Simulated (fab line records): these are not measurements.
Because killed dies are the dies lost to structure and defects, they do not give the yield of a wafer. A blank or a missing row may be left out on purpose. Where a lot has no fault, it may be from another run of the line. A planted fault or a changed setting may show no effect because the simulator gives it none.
Split-lot experiment ; flow n5Finfet ; on a route of 1938 steps: 7 lots, 21 wafers read

## ON THE SPLIT
At N5_BEOL_M15_PEB_26 (peb time 90 s), the setting pebTempC was moved away from the recipe's 130 C on 3 of the 21 wafers read, by -2.2% to +2.7%. The other wafers ran this setting at the recipe's value.

## FROM THE SPLIT TO THE READING: what the file shows between them, 2 steps
- N5_BEOL_M15_DEVELOP_27: develop time 45 s (also split here: developTimeS)
- N5_BEOL_M15_HARDBAKE_32: time 120 s

## THE READING
cdNm at N5_BEOL_M15_CD_MEAS_28, given in nm (cd target 407.6 nm). Typical for fault-free wafers on this fab line: 406.9 nm, with standard deviation 1.9 nm.

wafer;tool, chamber at the split;pebTempC as run, C;against the recipe;cdNm, nm;against lot-mates on the recipe
L077.3;lithoTrack-01, 0;130;recipe;407.2;-
L077.5;lithoTrack-01, 0;130;recipe;408.6;-
L077.6;lithoTrack-01, 0;130;recipe;408.4;-
L078.1;lithoTrack-01, 0;130;recipe;403.4;-
L078.2;lithoTrack-01, 0;130;recipe;403.6;-
L078.3;lithoTrack-01, 0;130;recipe;405.1;-
L083.4;lithoTrack-01, 0;130;recipe;406.8;-
L083.5;lithoTrack-01, 0;130;recipe;408.4;-
L083.6;lithoTrack-01, 0;130;recipe;407.4;-
L087.1;lithoTrack-02, 0;130;recipe;409.1;-
L087.4;lithoTrack-02, 0;130;recipe;407.4;-
L087.6;lithoTrack-02, 0;130;recipe;408.8;-
L088.2;lithoTrack-01, 0;130;recipe;406.4;-
L088.3;lithoTrack-01, 0;127.2;-2.2%;391.2;-14.9
L088.5;lithoTrack-01, 0;130;recipe;405.9;-
L086.1;lithoTrack-01, 0;130;recipe;409.0;-
L086.4;lithoTrack-01, 0;130;recipe;407.7;-
L086.5;lithoTrack-01, 0;130;recipe;408.6;-
L092.2;lithoTrack-02, 0;133.5;+2.7%;422.1;+12.2
L092.3;lithoTrack-02, 0;130;recipe;409.9;-
L092.5;lithoTrack-02, 0;133.5;+2.7%;422.2;+12.3

THE FIT
A straight line over all 21 wafers: cdNm changes by +6.04 nm for each +1% of pebTempC; r = +0.95; the points scatter about the line by 1.9 nm.
The same after taking each lot's own level away (the mean of its wafers on the recipe; 21 wafers): +5.19 nm for each +1%; r = +0.98; scatter 1.1 nm.
On that fit, the largest move of pebTempC shifts the reading by 14 nm.
Measured against the standard deviation above, the lots' own levels, which go from 404.03 to 409.90 nm, span 3.1 times it.
In other words, the slope is changed by the lot-to-lot level; the two fits disagree.
Check: with one of the wafers moved furthest among these (+2.7%) left out of the fit, the line predicts +14.5 nm for it against its lot-mates. Against them it came out at +12.2 nm.

## OTHER SPLITS APPLIED TO THESE WAFERS
Before the reading, these wafers also passed through other splits. Each is held against what the fit with the lots' levels taken away leaves over:
other split on the same wafers;wafers away from the commonest value;r with cdNm (lot level and that fit taken away)
N5_BEOL_M13_EXPOSE_07 doseMj;9;+0.06
N5_BEOL_M14_COAT_65 spinRpm;7;-0.48
N5_BEOL_M14_PEB_26 pebTempC;6;+0.10
N5_BEOL_M15_DEVELOP_27 developTimeS;9;+0.37

## THE WHOLE CHAIN: every reading that the file lists as answering this split, in the file's order
step;what it does;reading;change (the file's fit);r (the file's)
N5_BEOL_M15_CD_MEAS_28;target cd 407.6 nm;cdNm;+5.48 nm for each +1% of the setting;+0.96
N5_BEOL_M15_DESCUM_33;chemistry O2, time 7.9 s;BEOL_M15.cdNm (the simulator's own value, which no gauge read);+5.58 nm for each +1% of the setting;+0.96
N5_BEOL_M15_TRENCH_ETCH_34;etches SiO2 in C4F8/O2/Ar, target depth 872.93 nm, time 199 s;BEOL_M15.cdNm (the simulator's own value, which no gauge read);+5.66 nm for each +1% of the setting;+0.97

## FILE'S OWN FIT
cdNm changes by +5.48 nm for each +1% of pebTempC, r = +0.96.
